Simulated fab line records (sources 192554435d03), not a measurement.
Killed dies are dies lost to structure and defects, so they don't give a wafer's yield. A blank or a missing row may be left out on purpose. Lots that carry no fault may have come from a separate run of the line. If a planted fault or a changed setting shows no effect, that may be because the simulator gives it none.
Which tool did it? :: flow n5-finfet :: 36 wafers from 12 lots sampled at 6 of the route's 1938 steps

## WHAT EACH GAUGE READ, for each wafer
N5_BEOL_M5_OVL_MEAS_12.
lot: L077
measured: day 11 23:32
on: overlay-01
M5_OVL (nm): -0.3 -0.1 -0.1

lot: L075
measured: day 12 12:11
on: overlay-02
M5_OVL (nm): 0.4 0.6 -0.2

lot: L078
measured: day 12 19:36
on: overlay-02
M5_OVL (nm): 0.1 0.9 1.2

lot: L079
measured: day 13 03:47
on: overlay-01
M5_OVL (nm): 1.3 -0.1 0.6

lot: L084
measured: day 13 18:58
on: overlay-01
M5_OVL (nm): 0.7 1.6 0.9

lot: L083
measured: day 14 05:18
on: overlay-01
M5_OVL (nm): -0.6 -0.9 -0.3

lot: L090
measured: day 14 20:05
on: overlay-01
M5_OVL (nm): 0.4 -0.2 0.0

lot: L087
measured: day 15 20:53
on: overlay-02
M5_OVL (nm): 0.4 -0.6 0.0

lot: L091
measured: day 16 01:41
on: overlay-01
M5_OVL (nm): 1.4 -0.4 0.9

lot: L094
measured: day 16 04:55
on: overlay-02
M5_OVL (nm): 0.3 0.3 -0.1

lot: L093
measured: day 17 06:39
on: overlay-01
M5_OVL (nm): 0.4 -0.8 0.5

lot: L097
measured: day 17 12:23
on: overlay-01
M5_OVL (nm): 0.0 0.3 0.5

## WHICH TOOL RAN EACH LOT (tool, then ch and the chambers of the sampled wafers, then the start)
lot: L077
N5_BEOL_M4_ETCH_70: rie-diel-01 ch 0,1,2, day 11 15:04
N5_BEOL_M4_STRIP_36: rie-diel-01 ch 0,1,2, day 11 15:14
N5_BEOL_M4_SURFACE_TREAT_85: pvd-sputter-03, day 11 16:10
N5_BEOL_M4_ANNEAL_49: pvd-sputter-03, day 11 17:08
N5_BEOL_M4_ANNEAL_82: pvd-sputter-03, day 11 17:35

lot: L075
N5_BEOL_M4_ETCH_70: rie-diel-01 ch 0,1,2, day 12 01:37
N5_BEOL_M4_STRIP_36: rie-diel-01 ch 0,1,2, day 12 01:46
N5_BEOL_M4_SURFACE_TREAT_85: pvd-sputter-03, day 12 02:56
N5_BEOL_M4_ANNEAL_49: pvd-sputter-01, day 12 04:55
N5_BEOL_M4_ANNEAL_82: pvd-sputter-01, day 12 05:22

lot: L078
N5_BEOL_M4_ETCH_70: rie-diel-01 ch 2,3, day 12 12:00
N5_BEOL_M4_STRIP_36: rie-diel-01 ch 2,3, day 12 12:10
N5_BEOL_M4_SURFACE_TREAT_85: pvd-sputter-02, day 12 13:32
N5_BEOL_M4_ANNEAL_49: pvd-sputter-02, day 12 13:56
N5_BEOL_M4_ANNEAL_82: pvd-sputter-02, day 12 14:22

lot: L079
N5_BEOL_M4_ETCH_70: rie-diel-01 ch 0,2,3, day 12 19:35
N5_BEOL_M4_STRIP_36: rie-diel-01 ch 0,2,3, day 12 19:46
N5_BEOL_M4_SURFACE_TREAT_85: pvd-sputter-03, day 12 21:47
N5_BEOL_M4_ANNEAL_49: pvd-sputter-03, day 12 22:05
N5_BEOL_M4_ANNEAL_82: pvd-sputter-03, day 12 22:31

lot: L084
N5_BEOL_M4_ETCH_70: rie-diel-01 ch 1,2, day 13 11:02
N5_BEOL_M4_STRIP_36: rie-diel-01 ch 1,2, day 13 11:12
N5_BEOL_M4_SURFACE_TREAT_85: pvd-sputter-03, day 13 12:31
N5_BEOL_M4_ANNEAL_49: pvd-sputter-02, day 13 12:55
N5_BEOL_M4_ANNEAL_82: pvd-sputter-02, day 13 13:24

lot: L083
N5_BEOL_M4_ETCH_70: rie-diel-01 ch 1,2,3, day 13 20:50
N5_BEOL_M4_STRIP_36: rie-diel-01 ch 1,2,3, day 13 21:01
N5_BEOL_M4_SURFACE_TREAT_85: pvd-sputter-01, day 13 22:21
N5_BEOL_M4_ANNEAL_49: pvd-sputter-01, day 13 22:40
N5_BEOL_M4_ANNEAL_82: pvd-sputter-01, day 13 23:07

lot: L090
N5_BEOL_M4_ETCH_70: rie-diel-01 ch 0,2,3, day 14 12:32
N5_BEOL_M4_STRIP_36: rie-diel-01 ch 0,2,3, day 14 12:42
N5_BEOL_M4_SURFACE_TREAT_85: pvd-sputter-03, day 14 14:07
N5_BEOL_M4_ANNEAL_49: pvd-sputter-01, day 14 14:39
N5_BEOL_M4_ANNEAL_82: pvd-sputter-01, day 14 15:05

lot: L087
N5_BEOL_M4_ETCH_70: rie-diel-01 ch 0,1,3, day 15 03:49
N5_BEOL_M4_STRIP_36: rie-diel-01 ch 0,1,3, day 15 03:59
N5_BEOL_M4_SURFACE_TREAT_85: pvd-sputter-03, day 15 05:22
N5_BEOL_M4_ANNEAL_49: pvd-sputter-01, day 15 05:55
N5_BEOL_M4_ANNEAL_82: pvd-sputter-01, day 15 06:21

lot: L091
N5_BEOL_M4_ETCH_70: rie-diel-03 ch 1,2,3, day 15 14:22
N5_BEOL_M4_STRIP_36: rie-diel-03 ch 1,2,3, day 15 14:32
N5_BEOL_M4_SURFACE_TREAT_85: pvd-sputter-02, day 15 15:37
N5_BEOL_M4_ANNEAL_49: pvd-sputter-02, day 15 16:02
N5_BEOL_M4_ANNEAL_82: pvd-sputter-02, day 15 16:29

lot: L094
N5_BEOL_M4_ETCH_70: rie-diel-03 ch 0,1,2, day 15 18:39
N5_BEOL_M4_STRIP_36: rie-diel-03 ch 0,1,2, day 15 18:49
N5_BEOL_M4_SURFACE_TREAT_85: pvd-sputter-01, day 15 19:34
N5_BEOL_M4_ANNEAL_49: pvd-sputter-01, day 15 19:53
N5_BEOL_M4_ANNEAL_82: pvd-sputter-01, day 15 20:20

lot: L093
N5_BEOL_M4_ETCH_70: rie-diel-01 ch 1,3, day 17 00:04
N5_BEOL_M4_STRIP_36: rie-diel-01 ch 1,3, day 17 00:14
N5_BEOL_M4_SURFACE_TREAT_85: pvd-sputter-01, day 17 01:13
N5_BEOL_M4_ANNEAL_49: pvd-sputter-02, day 17 01:32
N5_BEOL_M4_ANNEAL_82: pvd-sputter-02, day 17 01:59

lot: L097
N5_BEOL_M4_ETCH_70: rie-diel-01 ch 0,1,2, day 17 05:06
N5_BEOL_M4_STRIP_36: rie-diel-01 ch 0,1,2, day 17 05:16
N5_BEOL_M4_SURFACE_TREAT_85: pvd-sputter-02, day 17 06:04
N5_BEOL_M4_ANNEAL_49: pvd-sputter-03, day 17 06:53
N5_BEOL_M4_ANNEAL_82: pvd-sputter-03, day 17 07:20
- N5_BEOL_M4_ETCH_70: etches SOC in N2/H2, target depth 80 nm, overetch 24 nm, time 130 s.
- N5_BEOL_M4_STRIP_36: strips in N2/H2.
- N5_BEOL_M4_SURFACE_TREAT_85
- N5_BEOL_M4_ANNEAL_49: time 240 s.
- N5_BEOL_M4_ANNEAL_82: time 240 s.

## THE ANSWER, worked out from the rows above alone
Rule: the usual values come from the lots themselves. Put in order of their means at a reading, lots are off if they are a third of the lots or fewer, leave a main group of 4 or more, and stand apart from it by a gap of 3 or more times the standard deviation of the main group's means; of several such gaps the widest counts. A main group is skipped when, at the precision printed for the reading in the tables above, its means are all equal. Also off: a lot with no number at a reading for which 4 or more lots have one. Any other lot the step has rows for is counted as sound.
No lot is off at any reading shown: from this, nothing can be told.

## WHAT HAD BEEN PUT IN BY THE SIMULATOR
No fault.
